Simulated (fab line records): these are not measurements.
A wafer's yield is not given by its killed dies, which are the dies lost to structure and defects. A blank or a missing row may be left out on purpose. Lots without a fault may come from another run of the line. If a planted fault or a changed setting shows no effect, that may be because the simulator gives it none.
fab line records ; flow nand_harc ; part 1 of 2: steps 1 to 4 of 6
[record] lots = 23; wafers = 69; last_day = 24
route steps=1159 shown P_M2@335 A_ZERO_WELL@405 A_SOURCE_PLATE@420 A_CHANNEL_HOLE_D1@471 A_CHANNEL_FILL_D1@508
lots that met no fault: taken from a fault-free run of the same line
start_h: start of the lot's first displayed wafer, in hours after the record's first day ; wait_h: how many hours have passed since the lot's step before this one ; " as in the row above ; L1.1+2: several wafers, shown together as one row ; - value missing, or start not given ; * or withheld: withheld ; < > ~ a bound
route shown NAME@n: NAME is a module with steps in the file, n the number in the route of the first one ; usual: mean/standard deviation of fault-free wafers ; same: alike in all rows ; chamber/n: place in a boat ; sites: the reading at each site ; _std_site: standard deviation of those values ; _edge_site: the outer-site mean with the inner-site mean subtracted ; radius_mm: for every site, how far away it sits from the centre of the wafer ; mask NAME#n: copy n ; behind: tool/chamber where the wafer was last shaped ; hold: the reason the lot was held/the length of the hold in hours/how it ended ; device: whichever transistor did not switch (one of n, p or np) ; end of line: the route-end tests of the same wafers ; a step without rows: its recipe alone ; killed: at the first sort, the dies lost to defects and structure; wafer yield is something else ; map: per-die view of a wafer (x killed, . not killed, _ where there is no die)
set.NAME: the setting the step ran with; set.NAME@STEP: the setting that earlier step ran with ; model.NAME: the simulator's own value behind a step, which no gauge read
route steps across a sampled set of lots; one table per step, one row per wafer
services: the hour from which a tool's chamber was out of use, counted from the record's first day as start_h (under 0 if before that day), plus the number of hours and why
[[steps]]
[step NHARC_P_M2_STRIP_18]
[recipe] power_w = 1000; n2_flow_sccm = 150; h2_flow_sccm = 150; ar_flow_sccm = 0; bias_w = 0; chemistry = N2/H2
[usual] drypump_motor_current_A = 5.7/0.5; oes_product_au = 0.998/0.0093; rf_vpp_V = 90.6/0.88; showerhead_plenum_p_Torr = 2.02/0.091; throttle_valve_pct = 14.171/0.0086
lot.wafer;tool;chamber;start_h;wait_h;drypump_motor_current_A;oes_product_au;rf_hours_counter_h;rf_vpp_V;showerhead_plenum_p_Torr;throttle_valve_pct
L074.1;rie_diel-02;1;127.67;0.1;5.3;1.008;30;91.0;2.02;14.169
L074.3;rie_diel-02;2;127.67;0.1;5.4;1.001;26;91.7;2.02;14.166
L074.2;rie_diel-02;3;127.67;0.1;5.7;1.011;28;90.3;1.98;14.172
L076.1;rie_diel-02;1;134.91;0.1;5.3;0.998;31;90.7;2.02;14.168
L076.3;rie_diel-02;2;134.91;0.1;5.4;0.999;27;91.0;2.02;14.172
L076.2;rie_diel-02;3;134.91;0.1;5.7;1.005;29;89.1;1.98;14.162
L075.3;rie_diel-06;1;138.45;0.1;5.3;1.006;2;89.7;1.95;14.160
L075.2;rie_diel-06;2;138.45;0.1;5.7;1.002;2;90.7;1.90;14.158
L075.5;rie_diel-06;1;138.45;0.1;5.3;1.004;-;89.5;1.95;14.148
L077.3;rie_diel-06;3;139.66;0.1;6.6;0.995;3;89.8;2.03;14.167
L077.2;rie_diel-06;2;139.66;0.1;5.7;1.003;3;89.2;1.90;14.177
L077.5;rie_diel-06;2;139.66;0.1;5.7;0.999;-;91.4;1.90;14.157
L078.4;rie_diel-06;3;153.07;0.1;6.6;0.998;3;89.6;2.03;14.159
L078.2;rie_diel-06;0;153.07;0.1;5.6;0.983;2;90.8;2.20;14.167
L078.5;rie_diel-06;3;153.07;0.1;6.6;0.986;-;90.7;2.03;14.150
L079.2;rie_diel-06;2;153.71;0.1;5.7;0.994;3;90.1;1.90;14.180
L079.6;rie_diel-06;3;153.71;0.1;6.6;0.997;-;90.7;2.03;14.154
L079.5;rie_diel-06;0;153.71;0.1;5.6;0.993;-;91.9;2.20;14.173
L080.4;rie_diel-06;0;154.89;0.1;5.6;0.985;2;91.7;2.20;14.170
L080.2;rie_diel-06;1;154.89;0.1;5.3;1.007;3;90.0;1.95;14.179
L080.1;rie_diel-06;2;154.89;0.1;5.7;0.998;3;90.1;1.90;14.165
L081.3;rie_diel-06;1;162.75;0.1;5.3;0.999;4;90.9;1.95;14.175
L081.5;rie_diel-06;1;162.75;0.1;5.3;0.999;-;88.9;1.95;14.171
L081.6;rie_diel-06;2;162.75;0.1;5.7;1.005;-;91.2;1.90;14.159
L082.1;rie_diel-06;3;171.42;0.1;6.6;1.000;4;90.8;2.03;14.170
L082.4;rie_diel-06;2;171.42;0.1;5.7;1.005;4;91.4;1.90;14.176
L082.5;rie_diel-06;0;171.42;0.1;5.6;0.999;-;91.5;2.20;14.162
L083.1;rie_diel-06;3;177.95;0.1;6.6;1.002;4;89.6;2.03;14.155
L083.6;rie_diel-06;0;177.95;0.1;5.6;0.989;-;93.0;2.20;14.167
L083.5;rie_diel-06;1;177.95;0.1;5.3;1.011;-;90.9;1.95;14.177
L085.3;rie_diel-06;3;187.02;0.1;6.6;1.005;5;91.3;2.03;14.168
L085.2;rie_diel-06;0;187.02;0.1;5.6;0.996;4;91.1;2.20;14.160
L085.5;rie_diel-06;1;187.02;0.1;5.4;1.010;-;91.3;1.95;14.160
L084.4;rie_diel-11;0;188.04;0.1;6.1;0.996;50;90.4;2.01;14.172
L084.5;rie_diel-11;0;188.04;0.1;6.1;0.981;-;92.6;2.01;14.173
L084.6;rie_diel-11;1;188.04;0.1;6.4;0.984;-;91.8;2.11;14.166
L086.3;rie_diel-11;3;200.75;0.1;5.4;1.001;0;91.1;1.97;14.177
L086.2;rie_diel-11;1;200.75;0.1;6.4;1.001;0;90.9;2.11;14.175
L086.1;rie_diel-11;2;200.75;0.1;5.6;1.010;0;90.2;1.93;14.166
L087.3;rie_diel-11;2;201.81;0.1;5.6;0.996;0;90.2;1.93;14.171
L087.5;rie_diel-11;0;201.81;0.1;6.1;0.967;-;90.3;2.01;14.169
L087.6;rie_diel-11;1;201.81;0.1;6.4;0.986;-;90.5;2.11;14.177
L088.3;rie_diel-02;2;221.92;0.1;5.4;1.004;12;91.5;2.02;14.169
L088.6;rie_diel-02;3;221.92;0.1;5.7;0.992;-;88.7;1.97;14.175
L088.5;rie_diel-02;0;221.92;0.1;4.7;0.994;-;90.8;2.11;14.166
L089.3;rie_diel-06;2;223.87;0.1;5.7;1.005;6;90.7;1.90;14.161
L089.2;rie_diel-06;3;223.87;0.1;6.6;0.994;6;89.2;2.03;14.183
L089.5;rie_diel-06;1;223.87;0.1;5.3;1.007;-;90.2;1.95;14.171
L091.4;rie_diel-06;1;226.61;0.1;5.3;0.997;6;90.4;1.95;14.166
L091.1;rie_diel-06;2;226.61;0.1;5.7;1.008;6;89.6;1.90;14.177
L091.3;rie_diel-06;3;226.61;0.1;6.6;0.996;6;91.4;2.03;14.158
L090.1;rie_diel-02;2;227.65;0.1;5.4;0.999;13;91.3;2.02;14.160
L090.4;rie_diel-02;3;227.65;0.1;5.7;0.999;13;91.6;1.97;14.172
L090.5;rie_diel-02;2;227.65;0.1;5.3;0.998;-;90.4;2.02;14.162
L092.1;rie_diel-11;0;230.50;0.1;6.1;0.984;9;90.7;2.01;14.164
L092.2;rie_diel-11;1;230.50;0.1;6.4;1.001;10;90.6;2.11;14.173
L092.4;rie_diel-11;3;230.50;0.1;5.4;0.983;10;90.7;1.97;14.171
L094.3;rie_diel-02;0;244.69;0.1;4.7;1.006;16;92.3;2.11;14.188
L094.2;rie_diel-02;2;244.69;0.1;5.4;1.003;15;91.5;2.02;14.164
L094.4;rie_diel-02;3;244.69;0.1;5.7;1.004;15;88.8;1.97;14.172
L095.3;rie_diel-06;3;255.61;0.1;6.6;0.989;0;91.1;2.03;14.170
L095.6;rie_diel-06;0;255.61;0.1;5.6;0.994;-;92.0;2.20;14.167
L095.5;rie_diel-06;1;255.61;0.1;5.3;1.006;-;89.2;1.95;14.175
L096.1;rie_diel-02;1;256.19;0.1;5.4;1.009;19;90.8;2.01;14.164
L096.6;rie_diel-02;1;256.19;0.1;5.3;0.998;-;90.2;2.01;14.168
L096.5;rie_diel-02;2;256.19;0.1;5.4;0.987;-;89.5;2.02;14.186
L097.2;rie_diel-11;2;261.43;0.1;5.6;1.012;23;90.6;1.92;14.176
L097.1;rie_diel-11;3;261.43;0.1;5.4;0.989;22;91.0;1.96;14.167
L097.3;rie_diel-11;1;261.43;0.1;6.4;0.995;23;91.2;2.10;14.189
[step NHARC_A_ZERO_WELL_ETCH_13]
[recipe] target_depth_a = 1200; time_s = 40.1; hbr_flow_sccm = 150; cl2_flow_sccm = 50; rf_w = 400; icp_w = 400; bias_w = 100; chemistry = HBr/Cl2
[usual] drypump_motor_current_A = 5.8/0.38; he_backside_leak_sccm = 2.73/0.27; mfc_cl2_sccm = 49.98/0.15; oes_product_au = 1.000/0.0096; throttle_valve_pct = 26.405/0.0092
[same] time_s = 40.1
lot.wafer;tool;chamber;start_h;wait_h;drypump_motor_current_A;he_backside_leak_sccm;mfc_cl2_sccm;oes_product_au;rf_hours_counter_h;throttle_valve_pct
L074.3;rie_si-01;2;136.31;-;6.4;2.88;49.82;0.996;0.0;26.418
L074.1;rie_si-01;3;136.31;-;5.8;2.80;49.65;0.996;0.0;26.411
L074.2;rie_si-01;0;136.31;-;5.5;2.56;49.99;1.017;0.0;26.407
L076.1;rie_si-05;0;143.61;-;5.9;2.90;49.84;0.999;0.5;26.402
L076.3;rie_si-05;1;143.61;-;5.7;2.35;50.02;0.988;0.6;26.411
L076.2;rie_si-05;2;143.61;-;5.5;2.46;49.88;1.016;0.5;26.414
L075.3;rie_si-01;0;147.28;-;5.5;2.65;50.29;1.007;0.1;26.414
L075.2;rie_si-01;1;147.28;-;6.0;2.82;49.72;1.006;0.0;26.394
L075.5;rie_si-01;1;147.28;-;5.9;2.68;49.91;1.016;-;26.428
L077.3;rie_si-05;1;148.69;-;5.8;2.52;49.87;0.990;0.6;26.407
L077.2;rie_si-05;3;148.69;-;6.2;3.03;50.04;0.998;0.5;26.405
L077.5;rie_si-05;3;148.69;-;6.2;3.04;49.92;0.984;-;26.409
L078.2;rie_si-04;1;161.47;-;6.0;2.52;50.16;0.977;0.6;26.388
L078.4;rie_si-04;2;161.47;-;6.2;3.00;50.10;0.989;0.5;26.405
L078.5;rie_si-04;0;161.47;-;5.8;2.34;50.04;0.988;-;26.396
L079.2;rie_si-05;1;162.52;-;5.7;2.57;50.27;0.990;0.7;26.409
L079.5;rie_si-05;1;162.52;-;5.7;2.44;50.10;0.991;-;26.397
L079.6;rie_si-05;2;162.52;-;5.5;2.56;50.15;1.008;-;26.380
L080.2;rie_si-01;3;163.36;-;5.8;2.75;49.97;0.995;0.2;26.405
L080.4;rie_si-01;0;163.36;-;5.5;2.62;50.28;1.009;0.3;26.404
L080.1;rie_si-01;1;163.36;-;6.0;2.71;49.99;1.010;0.2;26.396
L081.3;rie_si-01;2;171.63;-;6.5;2.96;50.15;1.005;0.3;26.408
L081.5;rie_si-01;3;171.63;-;5.8;2.87;50.14;1.001;-;26.409
L081.6;rie_si-01;0;171.63;-;5.5;2.70;49.90;1.012;-;26.411
L082.4;rie_si-05;0;179.92;-;5.9;2.78;50.08;0.995;0.8;26.394
L082.1;rie_si-05;2;179.92;-;5.5;2.66;50.22;1.005;0.9;26.418
L082.5;rie_si-05;0;179.92;-;5.9;2.86;49.94;1.005;-;26.392
L083.1;rie_si-01;2;186.30;-;6.5;3.11;50.02;1.001;0.4;26.406
L083.5;rie_si-01;2;186.30;-;6.5;3.00;49.88;0.997;-;26.428
L083.6;rie_si-01;3;186.30;-;5.8;2.91;49.97;1.007;-;26.392
L085.2;rie_si-04;0;195.47;-;5.8;2.42;50.17;0.998;0.6;26.407
L085.3;rie_si-04;1;195.47;-;6.1;2.58;49.88;0.985;0.7;26.407
L085.5;rie_si-04;2;195.47;-;6.2;2.94;50.01;1.004;-;26.417
L084.4;rie_si-01;0;196.91;-;5.5;2.64;50.13;1.013;0.5;26.403
L084.6;rie_si-01;1;196.91;-;6.0;2.73;50.07;1.012;-;26.419
L084.5;rie_si-01;2;196.91;-;6.5;2.95;49.74;1.022;-;26.394
L086.2;rie_si-05;2;209.07;-;5.4;2.52;49.99;0.993;1.0;26.403
L086.3;rie_si-05;3;209.07;-;6.2;2.99;50.30;0.995;1.0;26.408
L086.1;rie_si-05;0;209.07;-;5.9;2.73;49.96;1.002;1.0;26.392
L087.3;rie_si-01;1;210.37;-;5.9;2.63;49.89;1.013;0.5;26.399
L087.5;rie_si-01;2;210.37;-;6.5;3.10;50.15;1.011;-;26.400
L087.6;rie_si-01;3;210.37;-;5.8;2.81;50.09;0.985;-;26.413
L088.3;rie_si-01;0;230.37;-;5.5;2.57;50.07;1.006;0.6;26.421
L088.6;rie_si-01;2;230.37;-;6.5;2.90;50.15;1.011;-;26.411
L088.5;rie_si-01;3;230.37;-;5.8;2.83;49.88;0.981;-;26.412
L089.2;rie_si-04;0;232.12;-;5.7;2.46;49.60;0.987;0.8;26.415
L089.3;rie_si-04;3;232.12;-;5.0;2.63;50.06;0.996;0.8;26.421
L089.5;rie_si-04;0;232.12;-;5.7;2.34;49.69;0.999;-;26.397
L091.3;rie_si-05;1;235.29;-;5.8;2.24;50.20;0.983;1.2;26.411
L091.4;rie_si-05;2;235.29;-;5.4;2.55;49.80;1.009;1.1;26.398
L091.1;rie_si-05;0;235.29;-;5.9;2.71;49.98;1.002;1.2;26.402
L090.4;rie_si-01;0;236.22;-;5.5;2.67;49.76;1.004;0.7;26.397
L090.1;rie_si-01;3;236.22;-;5.8;2.90;50.03;0.988;0.7;26.394
L090.5;rie_si-01;0;236.22;-;5.5;2.62;50.03;1.010;-;26.397
L092.1;rie_si-04;3;238.98;-;5.0;4.41;49.78;1.010;0.9;26.409
L092.2;rie_si-04;0;238.98;-;5.7;2.41;49.87;1.002;0.9;26.386
L092.4;rie_si-04;1;238.98;-;6.1;2.55;49.80;0.997;1.1;26.424
L094.4;rie_si-01;2;253.21;-;6.5;2.89;49.89;1.004;1.0;26.389
L094.2;rie_si-01;3;253.21;-;5.8;2.77;50.03;0.993;0.9;26.414
L094.3;rie_si-01;0;253.21;-;5.5;2.67;49.73;1.010;0.9;26.423
L095.3;rie_si-04;0;263.92;-;5.8;2.29;50.05;0.991;1.2;26.403
L095.6;rie_si-04;3;263.92;-;5.0;2.53;50.03;1.001;-;26.404
L095.5;rie_si-04;0;263.92;-;5.8;2.37;50.00;0.983;-;26.393
L096.1;rie_si-01;3;264.65;-;5.8;2.70;49.93;0.997;1.0;26.394
L096.5;rie_si-01;3;264.65;-;5.8;2.72;49.77;0.993;-;26.409
L096.6;rie_si-01;0;264.65;-;5.5;2.62;50.23;1.017;-;26.411
L097.2;rie_si-04;3;269.78;-;5.1;2.41;49.94;0.998;1.1;26.405
L097.3;rie_si-04;0;269.78;-;5.8;2.29;49.56;0.995;1.2;26.406
L097.1;rie_si-04;1;269.78;-;6.1;2.65;50.25;0.992;1.4;26.414
[step NHARC_A_SOURCE_PLATE_THK_MEAS_06]
[recipe] thk_meas_gauge = ellipsometry
[usual] thk_nm = 201.0/2.3
lot.wafer;tool;chamber;start_h;wait_h;thk_nm
L074.1;film_metro-01;-;158.32;0.4;199.9
L074.2;film_metro-01;-;158.32;0.4;200.1
L074.3;film_metro-01;-;158.32;0.4;199.9
L076.1;film_metro-01;-;165.24;0.4;195.4
L076.2;film_metro-01;-;165.24;0.4;200.0
L076.3;film_metro-01;-;165.24;0.4;196.5
L077.2;film_metro-01;-;168.88;0.4;203.8
L077.3;film_metro-01;-;168.88;0.4;205.1
L077.5;film_metro-01;-;168.88;0.4;203.4
L075.2;film_metro-02;-;168.88;0.4;201.9
L075.3;film_metro-02;-;168.88;0.4;200.3
L075.5;film_metro-02;-;168.88;0.4;199.6
L078.2;film_metro-02;-;185.15;0.4;201.1
L078.4;film_metro-02;-;185.15;0.4;201.5
L078.5;film_metro-02;-;185.15;0.4;200.6
L080.1;film_metro-02;-;185.15;0.4;201.9
L080.2;film_metro-02;-;185.15;0.4;201.2
L080.4;film_metro-02;-;185.15;0.4;200.8
L079.2;film_metro-01;-;185.15;0.4;196.8
L079.5;film_metro-01;-;185.15;0.4;202.6
L079.6;film_metro-01;-;185.15;0.4;196.7
L081.3;film_metro-02;-;193.43;0.4;200.9
L081.5;film_metro-02;-;193.43;0.4;202.1
L081.6;film_metro-02;-;193.43;0.4;203.1
L082.1;film_metro-02;-;203.94;0.4;194.6
L082.4;film_metro-02;-;203.94;0.4;197.9
L082.5;film_metro-02;-;203.94;0.4;199.0
L083.1;film_metro-01;-;210.01;0.4;202.7
L083.5;film_metro-01;-;210.01;0.4;205.6
L083.6;film_metro-01;-;210.01;0.4;204.4
L085.2;film_metro-02;-;223.26;0.4;198.5
L085.3;film_metro-02;-;223.26;0.4;200.1
L085.5;film_metro-02;-;223.26;0.4;199.3
L084.4;film_metro-01;-;223.27;0.4;199.8
L084.5;film_metro-01;-;223.27;0.4;201.9
L084.6;film_metro-01;-;223.27;0.4;200.5
L086.1;film_metro-02;-;232.99;0.4;205.1
L086.2;film_metro-02;-;232.99;0.4;206.0
L086.3;film_metro-02;-;232.99;0.4;205.3
L087.3;film_metro-01;-;232.99;0.4;200.1
L087.5;film_metro-01;-;232.99;0.4;203.2
L087.6;film_metro-01;-;232.99;0.4;203.3
L089.2;film_metro-02;-;251.60;0.4;203.9
L089.3;film_metro-02;-;251.60;0.4;204.4
L089.5;film_metro-02;-;251.60;0.4;203.5
L088.3;film_metro-01;-;251.60;0.4;202.4
L088.5;film_metro-01;-;251.60;0.4;200.8
L088.6;film_metro-01;-;251.60;0.4;201.0
L090.1;film_metro-02;-;258.41;0.4;200.5
L090.4;film_metro-02;-;258.41;0.4;200.5
L090.5;film_metro-02;-;258.41;0.4;201.1
L091.1;film_metro-02;-;258.42;0.4;199.4
L091.3;film_metro-02;-;258.42;0.4;200.2
L091.4;film_metro-02;-;258.42;0.4;201.4
L092.1;film_metro-01;-;258.43;0.4;201.7
L092.2;film_metro-01;-;258.43;0.4;198.7
L092.4;film_metro-01;-;258.43;0.4;201.4
L094.2;film_metro-02;-;275.11;0.4;200.2
L094.3;film_metro-02;-;275.11;0.4;199.6
L094.4;film_metro-02;-;275.11;0.4;199.9
L096.1;film_metro-01;-;285.55;0.4;201.8
L096.5;film_metro-01;-;285.55;0.4;202.2
L096.6;film_metro-01;-;285.55;0.4;201.7
L095.3;film_metro-02;-;285.55;0.4;202.3
L095.5;film_metro-02;-;285.55;0.4;202.0
L095.6;film_metro-02;-;285.55;0.4;197.3
L097.1;film_metro-02;-;291.60;0.4;199.5
L097.2;film_metro-02;-;291.60;0.4;200.3
L097.3;film_metro-02;-;291.60;0.4;198.9
[step NHARC_A_CHANNEL_HOLE_D1_ETCH_19]
[recipe] bias_v = 1200; source_w = 2500; pressure_mtorr = 15; time_s = 34.5; ar_flow_sccm = 375; c4f8_flow_sccm = 28.8; o2_flow_sccm = 96.2; temp_c = -20; target_depth_a = *; chemistry = C4F8/O2/Ar
[usual] drypump_motor_current_A = 5.9/0.47; he_backside_leak_sccm = 5.7/0.5; showerhead_plenum_p_Torr = 3.80/0.076; throttle_valve_pct = 37.037/0.0086
[same] time_s = 34.5
lot.wafer;tool;chamber;start_h;wait_h;drypump_motor_current_A;he_backside_leak_sccm;rf_hours_counter_h;showerhead_plenum_p_Torr;throttle_valve_pct
L074.2;har_etch-02;0;176.67;0.1;6.1;5.4;101;3.70;37.043
L074.1;har_etch-02;1;176.67;0.1;6.5;5.3;101;3.86;37.025
L074.3;har_etch-02;0;176.67;0.1;6.1;5.3;-;3.70;37.034
L076.2;har_etch-02;1;183.89;0.1;6.5;5.3;105;3.85;37.042
L076.1;har_etch-02;0;183.89;0.1;6.1;5.3;105;3.70;37.037
L076.3;har_etch-02;0;183.89;0.1;6.1;5.3;-;3.70;37.054
L075.2;har_etch-01;1;185.95;0.1;5.2;5.6;191;3.87;37.036
L075.3;har_etch-01;1;185.95;0.1;5.2;5.5;-;3.87;37.038
L075.5;har_etch-01;0;185.95;0.1;5.6;5.3;-;3.87;37.043
L077.2;har_etch-02;0;188.06;2.1;6.1;5.3;109;3.70;37.043
L077.3;har_etch-02;1;188.06;2.1;6.5;5.5;-;3.85;37.049
L077.5;har_etch-02;1;188.06;2.1;6.5;5.4;-;3.85;37.043
L079.2;har_etch-01;1;202.36;0.1;5.2;5.5;198;3.87;37.029
L079.5;har_etch-01;1;202.36;0.1;5.3;5.4;-;3.87;37.042
L079.6;har_etch-01;0;202.36;0.1;5.6;5.9;-;3.87;37.037
L080.1;har_etch-02;0;202.98;0.1;6.1;5.4;114;3.70;37.042
L080.2;har_etch-02;1;202.98;0.1;6.5;5.7;114;3.85;37.040
L080.4;har_etch-02;0;202.98;0.1;6.1;5.5;-;3.70;37.035
L078.2;har_etch-01;0;206.53;2.3;5.6;6.1;202;3.87;37.037
L078.4;har_etch-01;0;206.53;2.3;5.6;6.4;-;3.87;37.041
L078.5;har_etch-01;0;206.53;2.3;5.6;6.3;-;3.87;37.022
L081.3;har_etch-01;0;211.12;0.1;5.7;6.3;-;3.86;37.039
L081.6;har_etch-01;0;211.12;0.1;5.7;6.2;-;3.86;37.021
L081.5;har_etch-01;1;211.12;0.1;5.3;5.5;-;3.86;37.032
L082.1;har_etch-01;1;221.81;0.1;5.2;5.5;211;3.86;37.038
L082.4;har_etch-01;0;221.81;0.1;5.7;5.9;-;3.86;37.038
L082.5;har_etch-01;1;221.81;0.1;5.3;5.4;-;3.86;37.045
L083.1;har_etch-02;0;228.94;0.1;6.1;5.4;122;3.69;37.030
L083.5;har_etch-02;0;228.94;0.1;6.1;5.1;-;3.69;37.047
L083.6;har_etch-02;1;228.94;0.1;6.5;5.8;-;3.84;37.027
L085.2;har_etch-02;1;241.90;0.1;6.5;5.3;126;3.84;37.042
L085.3;har_etch-02;1;241.90;0.1;6.5;5.3;-;3.84;37.038
L085.5;har_etch-02;0;241.90;0.1;6.1;5.4;-;3.69;37.028
L084.4;har_etch-01;0;242.04;0.1;5.7;6.0;-;3.86;37.055
L084.5;har_etch-01;0;242.04;0.1;5.6;6.0;-;3.86;37.035
L084.6;har_etch-01;1;242.04;0.1;5.2;5.9;-;3.86;37.043
L086.2;har_etch-01;0;250.09;0.1;5.6;5.9;222;3.85;37.034
L086.1;har_etch-01;1;250.09;0.1;5.2;5.5;222;3.85;37.048
L086.3;har_etch-01;0;250.09;0.1;5.7;5.8;-;3.85;37.040
L087.3;har_etch-02;0;250.19;0.1;6.1;5.6;-;3.69;37.034
L087.5;har_etch-02;0;250.19;0.1;6.1;5.6;-;3.69;37.028
L087.6;har_etch-02;1;250.19;0.1;6.5;5.8;-;3.84;37.036
L089.2;har_etch-02;1;268.86;0.1;6.5;5.3;139;3.83;37.040
L089.3;har_etch-02;1;268.86;0.1;6.5;5.4;-;3.83;37.050
L089.5;har_etch-02;1;268.86;0.1;6.5;5.4;-;3.83;37.046
L088.3;har_etch-01;0;269.33;0.1;5.6;5.8;-;3.85;37.029
L088.5;har_etch-01;0;269.33;0.1;5.7;6.1;-;3.85;37.036
L088.6;har_etch-01;1;269.33;0.1;5.2;5.6;-;3.85;37.044
L091.1;har_etch-01;1;279.22;0.1;5.2;5.9;235;3.85;37.020
L091.4;har_etch-01;1;279.22;0.1;5.2;6.1;-;3.85;37.037
L091.3;har_etch-01;0;279.22;0.1;5.7;5.9;-;3.85;37.047
L092.2;har_etch-02;0;283.24;2.8;6.1;5.5;146;3.68;37.030
L092.1;har_etch-02;1;283.24;2.8;6.5;5.5;146;3.83;37.046
L092.4;har_etch-02;0;283.24;2.8;6.1;5.5;-;3.68;37.016
L090.1;har_etch-01;1;283.39;2.5;5.2;5.5;238;3.84;37.033
L090.4;har_etch-01;0;283.39;2.5;5.7;6.2;-;3.84;37.032
L090.5;har_etch-01;1;283.39;2.5;5.2;5.8;-;3.85;37.039
L094.2;har_etch-02;1;292.30;0.1;6.5;5.9;152;3.83;37.046
L094.3;har_etch-02;0;292.30;0.1;6.1;5.4;-;3.67;37.043
L094.4;har_etch-02;1;292.30;0.1;6.5;5.9;-;3.83;37.020
L096.1;har_etch-02;1;309.17;0.1;6.5;5.2;157;3.82;37.046
L096.6;har_etch-02;1;309.17;0.1;6.5;5.4;-;3.82;37.037
L096.5;har_etch-02;0;309.17;0.1;6.1;5.5;-;3.67;37.048
L095.3;har_etch-02;1;313.36;4.1;6.5;5.8;-;3.82;37.035
L095.5;har_etch-02;1;313.36;4.1;6.5;5.6;-;3.82;37.035
L095.6;har_etch-02;0;313.36;4.1;6.1;5.8;-;3.67;37.040
L097.1;har_etch-02;1;317.50;7.2;6.5;5.4;165;3.82;37.021
L097.2;har_etch-02;0;317.50;7.2;6.1;5.4;165;3.67;37.031
L097.3;har_etch-02;1;317.50;7.2;6.5;5.3;-;3.82;37.035
